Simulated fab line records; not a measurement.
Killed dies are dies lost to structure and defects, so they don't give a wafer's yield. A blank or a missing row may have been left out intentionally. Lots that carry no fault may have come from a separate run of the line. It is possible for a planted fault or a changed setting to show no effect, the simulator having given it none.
fab line records + flow n5_finfet
record
- lots=4
- wafers=12
- last_day=17
route steps=1938 shown BEOL_M8@1350 PASSIVATION@1936
lots that met no fault: taken from a fault-free run of the same line
start_h: the number of hours between the record's first day and the start of the first shown wafer of the lot + wait_h: hours since the lot's step before + " as in the row above + L1.1+2: a row that stands for several wafers + - no value, or no start was given + * or withheld: withheld + < > ~ a bound
route shown NAME@n: names a module that has steps shown in the file, with the first one's number in the route + usual: mean/standard deviation of fault-free wafers + same: alike in all rows + chamber/n: place in a boat + sites: readings site by site + _std_site: the standard deviation of these + _edge_site: outer sites' mean less inner sites' + radius_mm: how far each site lies from the wafer's centre + mask NAME#n: copy n + behind: tool/chamber where the wafer was last shaped + hold: why the lot was held/for how many hours/how that ended + device: transistor that didn't switch, given as n, p or np + end of line: at the end of the route, the tests of the same wafers + step lacking rows: just its recipe + killed: dies lost to structure and defects at the first sort, not the wafer's yield + map: a wafer's dies, x killed, . not, _ none there
set.NAME: setting as actually run; set.NAME@STEP: the setting as run at that earlier step + model.NAME: the simulator's own value behind a step, which no gauge read
lots at some steps of the route; a table a step, a row a wafer
services: from which hour (start_h, from the record's first day; less than 0 if before it) a tool's chamber was out of use, for how many hours, and why
## steps
# step N5_BEOL_M8_ETCH_62
# recipe
- chemistry=N2/H2
- target=SOC
- target_depth_a=1100
- overetch_a=220
- mask_material=SiARC
- temp_c=40
- time_s=165
- ion_energy_ev=200
- pressure_mtorr=30
- source_w=840
- bias_w=150
- n2_flow_sccm=200
- h2_flow_sccm=200
# step N5_BEOL_M8_STRIP_68
# recipe
- chemistry=N2/H2
- temp_c=40
- n2_flow_sccm=200
- h2_flow_sccm=200
- rf_frequency_hz=6e+07
# step N5_BEOL_M8_STRIP_67
# recipe
- chemistry=CF4
- resist=SiARC
- power_w=300
- bias_power_w=75
- pressure_mtorr=50
- cf4_flow_sccm=150
- rf_frequency_hz=6e+07
# step N5_BEOL_M8_HM_OPEN_17
# recipe
- chemistry=Cl2/BCl3
- target_depth_a=200
- overetch_a=60
- target=TiN
- mask_material=SOC
- ion_energy_ev=150
- pressure_mtorr=10
- icp_w=1000
- bias_w=126
- Cl2_flow_sccm=53.25
- bcl3_flow_sccm=21.75
- Ar_flow_sccm=25
# step N5_BEOL_M8_STRIP_19
# recipe
- chemistry=O2
- power_w=400
- temp_c=40
- pressure_mtorr=30
- rf_frequency_hz=6e+07
- bias_power_w=0
- overash_fraction=0.2
- o2_flow_sccm=225
# step N5_BEOL_M8_COAT_63
# recipe
- resist=SOC
- temp_c=250
- time_s=60
- spin_rpm=1500
- resist_thk_nm=60
# step N5_BEOL_M8_COAT_64
# recipe
- resist=SiARC
- temp_c=220
- time_s=60
- spin_rpm=1500
- resist_thk_nm=12
# step N5_BEOL_M8_COAT_71
# recipe
- resist=underlayer
- temp_c=205
- time_s=60
- spin_rpm=1500
- resist_thk_nm=5
# step N5_BEOL_M8_COAT_22
# recipe
- resist=CAR-EUV
- spin_rpm=1500
- resist_thk_nm=30
# step N5_BEOL_M8_EBR_24
# recipe
- solvent=PGMEA
- ebr_width_mm=1.5
# step N5_BEOL_M8_SOFTBAKE_23
# recipe
- temp_c=110
- time_s=60
- resist=CAR-EUV
# step N5_BEOL_M8_EXPOSE_25
# recipe
- mask_id=V7
- na=0.33
- source_shape=annular
- sigma_inner=0.4
- sigma_outer=0.8
- polarization=unpolarized
- target_cd_nm=40
- dose_mj=42.5
# same
- na=0.33
| lot.wafer  | tool           | chamber | start_h | wait_h | mask |
|------------|----------------|---------|---------|--------|------|
| L645.3+4+6 | euv_scanner-01 | 0       | 246.22  | -      | V7#0 |
| L649.2+3+6 | euv_scanner-01 | 0       | 277.73  | -      | V7#0 |
| L653.1+4+6 | euv_scanner-02 | 0       | 295.70  | -      | V7#0 |
| L658.1+3+5 | euv_scanner-01 | 0       | 335.87  | -      | V7#0 |
# step N5_BEOL_M8_PEB_26
# recipe
- peb_temp_c=100
- peb_time_s=60
- resist=CAR-EUV
# step N5_BEOL_M8_DEVELOP_27
# recipe
- develop_time_s=30
- developer=TMAH
- resist=CAR-EUV
- rinse_liquid=surfactant_rinse
- dry=air_spin
- dev_temp_c=23
# step N5_BEOL_M8_CD_MEAS_28
# recipe
- target_cd_nm=40
- landing_energy_ev=500
- detector=se_inlens
# usual
- cd_nm=40.06/0.24
| lot.wafer | tool      | chamber | start_h | wait_h | cd_nm |
|-----------|-----------|---------|---------|--------|-------|
| L645.3    | cd_sem-01 | 0       | 246.34  | -      | 39.01 |
| L645.4    | "         | 0       | "       | "      | 39.28 |
| L645.6    | "         | 0       | "       | "      | 38.90 |
| L649.2    | cd_sem-02 | 0       | 277.86  | -      | 37.25 |
| L649.3    | "         | 0       | "       | "      | 39.98 |
| L649.6    | "         | 0       | "       | "      | 39.20 |
| L653.1    | cd_sem-02 | 0       | 295.83  | -      | 39.74 |
| L653.4    | "         | 0       | "       | "      | 39.96 |
| L653.6    | "         | 0       | "       | "      | 40.06 |
| L658.1    | cd_sem-01 | 0       | 336.00  | -      | 40.04 |
| L658.3    | "         | 0       | "       | "      | 39.86 |
| L658.5    | "         | 0       | "       | "      | 40.04 |
# step N5_BEOL_M8_DESCUM_33
# recipe
- chemistry=O2
- time_s=7
- source_power_w=50
- bias_power_w=20
- pressure_mtorr=20
- rf_frequency_hz=2.712e+07
- temp_c=40
- resist=CAR-EUV
- o2_flow_sccm=225
# usual
- drypump_motor_current_A=5.7/0.46
- oes_product_au=0.77/0.085
- rf_vpp_V=243.4/1.6
- showerhead_plenum_p_Torr=2.11/0.086
- throttle_valve_pct=20.44/0.21
| lot.wafer | tool        | chamber | start_h | wait_h | drypump_motor_current_A | oes_product_au | rf_hours_counter_h | rf_vpp_V | showerhead_plenum_p_Torr | throttle_valve_pct | model.BEOL_M8.cd_nm |
|-----------|-------------|---------|---------|--------|-------------------------|----------------|--------------------|----------|--------------------------|--------------------|---------------------|
| L645.3    | rie_diel-03 | 3       | 247.33  | 0.9    | 5.6                     | 0.66           | 237                | 242.4    | 2.12                     | 20.72              | 38.6                |
| L645.4    | "           | 1       | "       | "      | 5.2                     | 0.84           | 84                 | 245.2    | 2.20                     | 20.09              | 39.2                |
| L645.6    | "           | 0       | "       | "      | 6.3                     | 0.69           | -                  | 243.7    | 2.16                     | 20.81              | 38.8                |
| L649.2    | rie_diel-03 | 0       | 277.98  | 0.0    | 6.2                     | 0.69           | 230                | 245.9    | 2.16                     | 20.84              | 37.6                |
| L649.3    | "           | 1       | "       | "      | 5.2                     | 0.83           | 96                 | 244.7    | 2.20                     | 20.12              | 39.8                |
| L649.6    | "           | 0       | "       | "      | 6.2                     | 0.68           | -                  | 243.9    | 2.16                     | 20.83              | 39.2                |
| L653.1    | rie_diel-04 | 3       | 296.83  | 0.9    | 5.1                     | 0.70           | 221                | 241.2    | 1.98                     | 20.51              | 40                  |
| L653.4    | "           | 1       | "       | "      | 5.8                     | 0.86           | 52                 | 242.8    | 2.04                     | 20.34              | 40.2                |
| L653.6    | "           | 1       | "       | "      | 5.8                     | 0.87           | -                  | 242.6    | 2.04                     | 20.34              | 40.2                |
| L658.1    | rie_diel-04 | 3       | 336.26  | 0.2    | 5.0                     | 0.69           | 234                | 241.9    | 1.98                     | 20.54              | 39.8                |
| L658.3    | "           | 2       | "       | "      | 5.1                     | 0.80           | 95                 | 244.8    | 2.16                     | 20.01              | 39.8                |
| L658.5    | "           | 0       | "       | "      | 5.5                     | 0.83           | -                  | 244.9    | 2.21                     | 20.43              | 40.2                |
# step N5_BEOL_M8_ETCH_72
# recipe
- chemistry=N2/H2
- target=underlayer
- target_depth_a=65
- mask_material=CAR-EUV
- time_s=5.2
- ion_energy_ev=200
- pressure_mtorr=30
- source_w=840
- bias_w=150
- n2_flow_sccm=200
- h2_flow_sccm=200
- ends=cleared
# step N5_BEOL_M8_ETCH_65
# recipe
- chemistry=CF4
- target=SiARC
- target_depth_a=156
- mask_material=CAR-EUV
- time_s=26
- ion_energy_ev=80
- pressure_mtorr=40
- source_w=545
- bias_w=36
- Ar_flow_sccm=100
- cf4_flow_sccm=100
- ends=cleared
# step N5_BEOL_M8_ETCH_66
# recipe
- chemistry=N2/H2
- target=SOC
- target_depth_a=800
- overetch_a=160
- mask_material=SiARC
- temp_c=40
- time_s=120
- ion_energy_ev=200
- pressure_mtorr=30
- source_w=840
- bias_w=150
- n2_flow_sccm=200
- h2_flow_sccm=200
# step N5_BEOL_M8_STRIP_69
# recipe
- chemistry=N2/H2
- temp_c=40
- n2_flow_sccm=200
- h2_flow_sccm=200
- rf_frequency_hz=6e+07
# step N5_BEOL_M8_STRIP_73
# recipe
- chemistry=N2/H2
- temp_c=40
- n2_flow_sccm=200
- h2_flow_sccm=200
- rf_frequency_hz=6e+07
# step N5_BEOL_M8_VIA_ETCH_34
# recipe
- chemistry=C4F6/O2
- target=SiCOH_lowk
- target_depth_a=1255
- mask_material=SOC
- taper_deg=4
- time_s=50.5
- ion_energy_ev=250
- pressure_mtorr=30
- source_w=345
- bias_w=185
- Ar_flow_sccm=300
- C4F6_flow_sccm=10
- O2_flow_sccm=10
# usual
- drypump_motor_current_A=5.7/0.46
- oes_ar_750_au=0.77/0.081
- oes_product_au=0.77/0.085
- rf_vpp_V=673/18
- showerhead_plenum_p_Torr=2.89/0.12
- throttle_valve_pct=20.98/0.19
| lot.wafer | tool        | chamber | start_h | wait_h | drypump_motor_current_A | oes_ar_750_au | oes_product_au | rf_hours_counter_h | rf_vpp_V | showerhead_plenum_p_Torr | throttle_valve_pct | model.BEOL_M8.cd_nm |
|-----------|-------------|---------|---------|--------|-------------------------|---------------|----------------|--------------------|----------|--------------------------|--------------------|---------------------|
| L645.3    | rie_diel-03 | 3       | 247.51  | 0.0    | 5.6                     | 0.65          | 0.66           | 237                | 699      | 2.93                     | 21.42              | 38.8                |
| L645.4    | "           | 1       | "       | "      | 5.2                     | 0.82          | 0.86           | 84                 | 689      | 3.01                     | 20.72              | 39.2                |
| L645.6    | "           | 0       | "       | "      | 6.3                     | 0.69          | 0.68           | -                  | 668      | 2.92                     | 21.18              | 38.6                |
| L649.2    | rie_diel-03 | 0       | 278.16  | 0.0    | 6.3                     | 0.68          | 0.68           | 230                | 669      | 2.92                     | 21.22              | 37.6                |
| L649.3    | "           | 1       | "       | "      | 5.1                     | 0.82          | 0.85           | 96                 | 689      | 3.00                     | 20.73              | 40.2                |
| L649.6    | "           | 0       | "       | "      | 6.3                     | 0.68          | 0.68           | -                  | 669      | 2.92                     | 21.20              | 39.2                |
| L653.1    | rie_diel-04 | 3       | 297.01  | 0.0    | 5.1                     | 0.70          | 0.70           | 221                | 654      | 2.72                     | 21.05              | 40                  |
| L653.4    | "           | 1       | "       | "      | 5.8                     | 0.88          | 0.87           | 52                 | 638      | 2.78                     | 20.86              | 40.4                |
| L653.6    | "           | 1       | "       | "      | 5.8                     | 0.88          | 0.87           | -                  | 639      | 2.78                     | 20.85              | 40.2                |
| L658.1    | rie_diel-04 | 3       | 336.44  | 0.0    | 5.0                     | 0.69          | 0.69           | 234                | 653      | 2.71                     | 21.07              | 39.8                |
| L658.3    | "           | 2       | "       | "      | 5.1                     | 0.80          | 0.81           | 95                 | 684      | 3.00                     | 20.84              | 40                  |
| L658.5    | "           | 0       | "       | "      | 5.5                     | 0.81          | 0.82           | -                  | 665      | 3.02                     | 21.05              | 40.4                |
# step N5_BEOL_M8_STRIP_76
# recipe
- chemistry=C4F6/O2
- resist=SiARC
- rf_frequency_hz=6e+07
# step N5_PASSIVATION_PROBE_49
# usual
- defect_limited_yield=91.4/1.6
- killed_at_M0_to_M3=31/11
- killed_at_M4_up=14/5.7
- killed_at_contacts=12/6
- killed_at_front_end=41/13
- killed_at_other=3.3/2.8
- killed_dies=101/19
- killed_open=67/14
- killed_short=33/8.2
- sort_bin_5_function=5.0/1.1
- sort_bin_6_memory=3.3/0.74
- sort_n_pass=1078/20
- sort_yield_pct=91.3/1.7
# same
- gross_dies=1180
- killed_at_back_side=0
- sort_bin_4_leakage[%]=0
- sort_bin_8_speed[%]=0
| lot.wafer | tool      | chamber | start_h | wait_h | defect_limited_yield[%] | killed_at_M0_to_M3 | killed_at_M4_up | killed_at_contacts | killed_at_front_end | killed_at_other | killed_dies | killed_open | killed_short | sort_bin_5_function[%] | sort_bin_6_memory[%] | sort_n_pass | sort_yield_pct[%] |
|-----------|-----------|---------|---------|--------|-------------------------|--------------------|-----------------|--------------------|---------------------|-----------------|-------------|-------------|--------------|------------------------|----------------------|-------------|-------------------|
| L645.3    | prober-01 | -       | 311.14  | 0.1    | 91.1                    | 33                 | 17              | 22                 | 33                  | 0               | 105         | 61          | 40           | 5.6                    | 3.2                  | 1075        | 91.1              |
| L645.4    | prober-01 | -       | 311.19  | 0.2    | 92.2                    | 23                 | 12              | 14                 | 42                  | 1               | 92          | 65          | 26           | 4.5                    | 3.1                  | 1088        | 92.2              |
| L645.6    | prober-01 | -       | 311.29  | 0.3    | 91.8                    | 33                 | 11              | 12                 | 37                  | 4               | 97          | 70          | 21           | 4.2                    | 3.3                  | 1083        | 91.8              |
| L649.2    | prober-01 | -       | 354.82  | 0.1    | 90.2                    | 32                 | 23              | 13                 | 44                  | 4               | 116         | 89          | 25           | 6.2                    | 3.3                  | 1064        | 90.2              |
| L649.3    | prober-01 | -       | 354.87  | 0.1    | 92.0                    | 23                 | 20              | 10                 | 32                  | 9               | 94          | 60          | 31           | 4.7                    | 2.9                  | 1086        | 92.0              |
| L649.6    | prober-01 | -       | 355.02  | 0.3    | 92.1                    | 41                 | 14              | 12                 | 23                  | 3               | 93          | 60          | 32           | 4.1                    | 3.6                  | 1087        | 92.1              |
| L653.1    | prober-01 | -       | 371.93  | 0.0    | 89.9                    | 23                 | 18              | 15                 | 61                  | 2               | 119         | 85          | 31           | 5.0                    | 4.6                  | 1061        | 89.9              |
| L653.4    | prober-01 | -       | 372.08  | 0.2    | 93.6                    | 23                 | 5               | 9                  | 38                  | 0               | 75          | 55          | 18           | 4.3                    | 1.8                  | 1105        | 93.6              |
| L653.6    | prober-01 | -       | 372.18  | 0.3    | 92.3                    | 20                 | 14              | 19                 | 36                  | 2               | 91          | 68          | 23           | 4.2                    | 3.1                  | 1089        | 92.3              |
| L658.1    | prober-02 | -       | 405.17  | 0.0    | 90.3                    | 35                 | 10              | 17                 | 51                  | 1               | 114         | 72          | 42           | 5.7                    | 3.9                  | 1066        | 90.3              |
| L658.3    | prober-02 | -       | 405.27  | 0.1    | 93.6                    | 26                 | 10              | 5                  | 34                  | 1               | 76          | 52          | 23           | 3.9                    | 2.4                  | 1104        | 93.6              |
| L658.5    | prober-02 | -       | 405.37  | 0.2    | 90.9                    | 27                 | 10              | 13                 | 57                  | 0               | 107         | 74          | 32           | 5.8                    | 2.9                  | 1073        | 90.9              |
# killed by level:class
L645.3 MOL_CONTACT_COAG:geometric_particle:open=16 BEOL_M0_SAQP:geometric_particle:short=11 BEOL_M0_SAQP:geometric_particle:open=7 FIN_SAQP:geometric_particle:open=6 MOL_CONTACT_COAG:geometric_particle:short=6 BEOL_M3:geometric_particle:open=6 BEOL_M4:geometric_particle:open=5 STI_FIN_REVEAL:geometric_particle:open=4
L645.4 FIN_SAQP:geometric_particle:open=17 MOL_CONTACT_COAG:geometric_particle:open=13 BEOL_M0_SAQP:geometric_particle:short=10 BEOL_M0_SAQP:geometric_particle:open=7 BEOL_M4:geometric_particle:open=6 GATE_CUT:geometric_particle:short=5 STARTING-WAFER:geometric_particle:open=5 STI_FIN_REVEAL:geometric_particle:open=4
L645.6 BEOL_M0_SAQP:geometric_particle:open=16 STI_FIN_REVEAL:geometric_particle:open=14 MOL_CONTACT_COAG:geometric_particle:open=11 BEOL_M0_SAQP:geometric_particle:short=10 HKMG_FIN:area_etch=4 FIN_SAQP:geometric_particle:open=3 BEOL_M0:geometric_particle:open=3 BEOL_M4:geometric_particle:open=3
L649.2 STI_FIN_REVEAL:geometric_particle:open=26 BEOL_M4:geometric_particle:open=11 MOL_CONTACT_COAG:geometric_particle:open=10 BEOL_M3:geometric_particle:open=9 BEOL_M0_SAQP:geometric_particle:open=6 BEOL_M1:geometric_particle:open=6 FIN_SAQP:geometric_particle:short=5 DUMMY_GATE:geometric_particle:open=4
L649.3 BEOL_M4:geometric_particle:open=12 BEOL_M3:geometric_particle:open=9 FIN_SAQP:geometric_particle:short=7 STI_FIN_REVEAL:geometric_particle:open=7 MOL_CONTACT_COAG:geometric_particle:open=7 BEOL_M1:geometric_particle:open=5 FIN_SAQP:geometric_particle:open=4 MIM_TOP_ETCH:geometric_particle:short=4
L649.6 BEOL_M0_SAQP:geometric_particle:short=9 BEOL_M1:geometric_particle:open=9 MOL_CONTACT_COAG:geometric_particle:open=8 STI_FIN_REVEAL:geometric_particle:open=6 BEOL_M0_SAQP:geometric_particle:open=6 BEOL_M2:geometric_particle:open=6 BEOL_M4:geometric_particle:open=6 FIN_SAQP:geometric_particle:open=5
L653.1 FIN_SAQP:geometric_particle:open=15 MOL_CONTACT_COAG:geometric_particle:open=13 STI_FIN_REVEAL:geometric_particle:open=13 FIN_SAQP:geometric_particle:short=10 BEOL_M3:geometric_particle:open=8 STI_FIN_REVEAL:geometric_particle:short=7 BEOL_M4:geometric_particle:open=6 BEOL_M0:geometric_particle:open=4
L653.4 FIN_SAQP:geometric_particle:open=12 BEOL_M3:geometric_particle:open=12 STI_FIN_REVEAL:geometric_particle:open=7 MOL_CONTACT_COAG:geometric_particle:open=7 BEOL_M3:geometric_particle:short=4 GATE_CUT:geometric_particle:open=4 FIN_SAQP:geometric_particle:short=3 BEOL_M0_SAQP:geometric_particle:open=3
L653.6 MOL_CONTACT_COAG:geometric_particle:open=17 STI_FIN_REVEAL:geometric_particle:open=16 BEOL_M3:geometric_particle:open=7 FIN_SAQP:geometric_particle:open=5 FIN_SAQP:geometric_particle:short=4 BEOL_M0_SAQP:geometric_particle:short=4 BEOL_M4:geometric_particle:open=4 DUMMY_GATE:geometric_particle:open=3
L658.1 FIN_SAQP:geometric_particle:open=16 MOL_CONTACT_COAG:geometric_particle:open=15 BEOL_M0_SAQP:geometric_particle:short=15 FIN_SAQP:geometric_particle:short=13 BEOL_M0_SAQP:geometric_particle:open=10 STI_FIN_REVEAL:geometric_particle:open=5 BEOL_M3:geometric_particle:open=5 ILD0:geometric_particle:open=3
L658.3 FIN_SAQP:geometric_particle:open=17 BEOL_M2:geometric_particle:open=8 FIN_SAQP:geometric_particle:short=5 BEOL_M0_SAQP:geometric_particle:short=5 BEOL_M0_SAQP:geometric_particle:open=4 BEOL_M1:geometric_particle:open=3 MOL_CONTACT_COAG:geometric_particle:open=3 BEOL_M4:geometric_particle:open=3
L658.5 FIN_SAQP:geometric_particle:open=14 MOL_CONTACT_COAG:geometric_particle:open=12 FIN_SAQP:geometric_particle:short=11 BEOL_M0_SAQP:geometric_particle:open=9 STI_FIN_REVEAL:geometric_particle:open=8 BEOL_M0_SAQP:geometric_particle:short=8 BEOL_M4:geometric_particle:open=6 BEOL_M3:geometric_particle:open=5
## services
| tool           | chamber | start_h | hours | kind                          |
|----------------|---------|---------|-------|-------------------------------|
| euv_scanner-01 | -       | 229.29  | 1.0   | pm                            |
| euv_scanner-01 | -       | 236.73  | 4.6   | pm                            |
| euv_scanner-02 | -       | 266.68  | 1.0   | pm                            |
| euv_scanner-02 | -       | 268.73  | 4.6   | pm                            |
| rie_diel-03    | 3       | 280.33  | -     | clean                         |
| rie_diel-03    | 3       | 280.33  | -     | consumable_replace:focus_ring |
| rie_diel-03    | 3       | 280.33  | 19.1  | scheduled_down                |
| rie_diel-03    | 3       | 280.33  | 19.1  | vent_cycle                    |
| euv_scanner-01 | -       | 285.44  | 1.0   | pm                            |
| euv_scanner-02 | -       | 308.32  | -     | calibration                   |
| euv_scanner-02 | -       | 321.44  | 0.2   | repair                        |
| euv_scanner-02 | -       | 322.83  | 1.0   | pm                            |
| rie_diel-03    | 0       | 334.66  | -     | clean                         |
| rie_diel-03    | 0       | 334.66  | -     | consumable_replace:focus_ring |
| rie_diel-03    | 0       | 334.66  | 15.4  | scheduled_down                |
| rie_diel-03    | 0       | 334.66  | 15.4  | vent_cycle                    |
## key
first_sign
- step=N5_BEOL_M8_CD_MEAS_28
- reading=cd_nm
- direction=down
- sigmas=4.6
- usual=40.06
- struck=38.94
- wafers_moved=5
- through=control_loop
effect none on later readings
model_effect
- step=N5_BEOL_M8_DESCUM_33
- value=BEOL_M8.cd_nm
- without=39.97
- struck=38.87
model_effect
- step=N5_BEOL_M8_VIA_ETCH_34
- value=BEOL_M8.cd_nm
- without=40
- struck=38.93
met_at N5_BEOL_M8_EXPOSE_25
struck_wafers L645.3,L645.4,L645.6,L649.2,L649.3,L649.6
loop_trim
- step=N5_BEOL_M8_EXPOSE_25
- setting=dose
- lots=L649
fault
- kind=process_parameter_drift
- tool=euv_scanner-01
- chamber=-
- onset_h=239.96
- steps=N5_BEOL_M8_EXPOSE_25
- channel=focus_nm
- offset=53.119
- spread_by_wafer=0.3
- shape=step
- end_h=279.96
# loop_trim: a control loop set the setting to another value than it would have without faults
